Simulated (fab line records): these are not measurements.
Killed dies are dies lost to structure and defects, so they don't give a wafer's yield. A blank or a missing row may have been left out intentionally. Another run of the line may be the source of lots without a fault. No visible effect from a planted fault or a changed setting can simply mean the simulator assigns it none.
Struck lot and sound lot, side by side :: flow n5_finfet :: 36 steps out of a route of 1938
Sound: the wafers L474.1, L474.2, L474.6. Wafers L481.1, L481.4, L481.6 were the ones struck. Last of all comes the cause.
Each step with rows lists, per side, the tool, then ch with its chambers, then its first start. Under that, the readings that differ: sound wafers :: struck wafers :: difference of the means :: sigmas: that difference in standard deviations of wafers without a fault.
alike: same words and numbers on both sides, and readings whose means sit less than 2 such deviations apart. not compared: any withheld reading, any reading some wafer has no value for, any bound like >300 that may hide the same value, and any number with overlapping values for which the record gives no deviation.
A row with sigmas, a row that says differs or no value, or rows on one side alone: a step with any of these is where the two part. Numbers that have no deviation but don't overlap get no sigmas and don't part them. A reading missing from all wafers of one side parts the sides only when that side holds two or more wafers.

first, 9 steps without rows for these wafers: N5_BEOL_M4_ANNEAL_95 (time 240 s); N5_BEOL_M4_SPUTTER_96 (material Cu, target thk 4.5 nm, time 8.29 s); N5_BEOL_M4_ECD_50 (material Cu, target thk 300 nm); N5_BEOL_M4_ANNEAL_51 (time 90 s); N5_BEOL_M4_CMP_52 (polishes, stops on SiOC, t overpolish 6.8 s, target thk 40 nm); N5_BEOL_M4_PRE_CLEAN_60 (time 15 s); N5_BEOL_M4_CO_CAP_55 (material Co, precursor CCTBA/H2, target thk 2 nm, time 102.1 s); N5_BEOL_M4_PRE_CLEAN_56 (time 15 s); N5_BEOL_M4_DEP_57 (deposits SiCN from 3MS/NH3, target thk 8 nm, time 14 s).
N5_BEOL_M4_RC_MEAS_101:
  sound on prober-01 ch 0, day 8 12:35; struck on prober-01 ch 0, day 10 03:45
reading: ION_P (uA/um)
sound: 455 451 450
struck: 474 466 467
difference: +17
sigmas: +2

reading: VT_P (mV)
sound: -254 -256 -255
struck: -244 -251 -248
difference: +7
sigmas: +2
  alike: DIBL_N, DIBL_P, IOFF_N, IOFF_P, ION_N, SS_N, SS_P, VT_N
then, 24 steps without rows for these wafers: N5_BEOL_M5_ILD_DEP_00 (deposits SiCOH lowk from DEMS/porogen, target thk 140.64 nm, time 25.9 s); N5_BEOL_M5_CURE_79 (cures SiCOH lowk, time 240 s); N5_BEOL_M5_PECVD_70 (deposits SiO2 from TEOS/O2, target thk 16 nm, time 18 s); N5_BEOL_M5_HM_DEP_02 (deposits TiN, target thk 20 nm); N5_BEOL_M5_COAT_59 (time 60 s, resist thk 60 nm); N5_BEOL_M5_COAT_60 (time 60 s, resist thk 12 nm); N5_BEOL_M5_COAT_71 (time 60 s, resist thk 5 nm); N5_BEOL_M5_COAT_05 (resist thk 30 nm); N5_BEOL_M5_EBR_07; N5_BEOL_M5_SOFTBAKE_06 (time 60 s); N5_BEOL_M5_EXPOSE_08 (exposes mask M5, target cd 28 nm); N5_BEOL_M5_PEB_09 (peb time 60 s); N5_BEOL_M5_DEVELOP_10 (develop time 30 s); N5_BEOL_M5_DESCUM_16 (chemistry O2, time 7 s); N5_BEOL_M5_ETCH_72 (etches underlayer in N2/H2, target depth 6.5 nm, time 5.2 s); N5_BEOL_M5_ETCH_61 (etches SiARC in CF4, target depth 15.6 nm, time 26 s); N5_BEOL_M5_ETCH_62 (etches SOC in N2/H2, target depth 75 nm, overetch 15 nm, time 112.5 s); N5_BEOL_M5_STRIP_63 (strips in N2/H2); N5_BEOL_M5_STRIP_73 (strips in N2/H2); N5_BEOL_M5_STRIP_64 (strips in CF4); N5_BEOL_M5_HM_OPEN_17 (chemistry Cl2/BCl3, target TiN, target depth 20 nm, overetch 6 nm); N5_BEOL_M5_STRIP_19 (strips in O2); N5_BEOL_M5_COAT_65 (time 60 s, resist thk 60 nm); N5_BEOL_M5_COAT_66 (time 60 s, resist thk 12 nm).
-- here the record skips 3 days between the struck wafers' starts before and after, leaving off in module BEOL_M5 and picking up in module BEOL_M14 (first step shown: number 1756 of the route) --
N5_BEOL_M14_STRIP_37: strips in O2.
  sound on rie_diel-04 ch 1,2,3, day 12 01:27; struck on rie_diel-04 ch 1,2,3, day 13 07:37
  no value came back on the struck wafers for any of 7 readings (bias_power_w (W), chamber_pressure_mTorr (mTorr) and others); on the sound wafers bias_power_w (W) reads 0 0 0
  not compared: rf_hours_counter_h
N5_PASSIVATION_PROBE_49:
  rows exist in the record for the struck wafers here (prober-01, day 14 06:51), but not for the sound ones

## WHERE THEY PART
At N5_BEOL_M4_RC_MEAS_101 first; at N5_PASSIVATION_PROBE_49 last (within this record only).

WHY: what the simulator had put in
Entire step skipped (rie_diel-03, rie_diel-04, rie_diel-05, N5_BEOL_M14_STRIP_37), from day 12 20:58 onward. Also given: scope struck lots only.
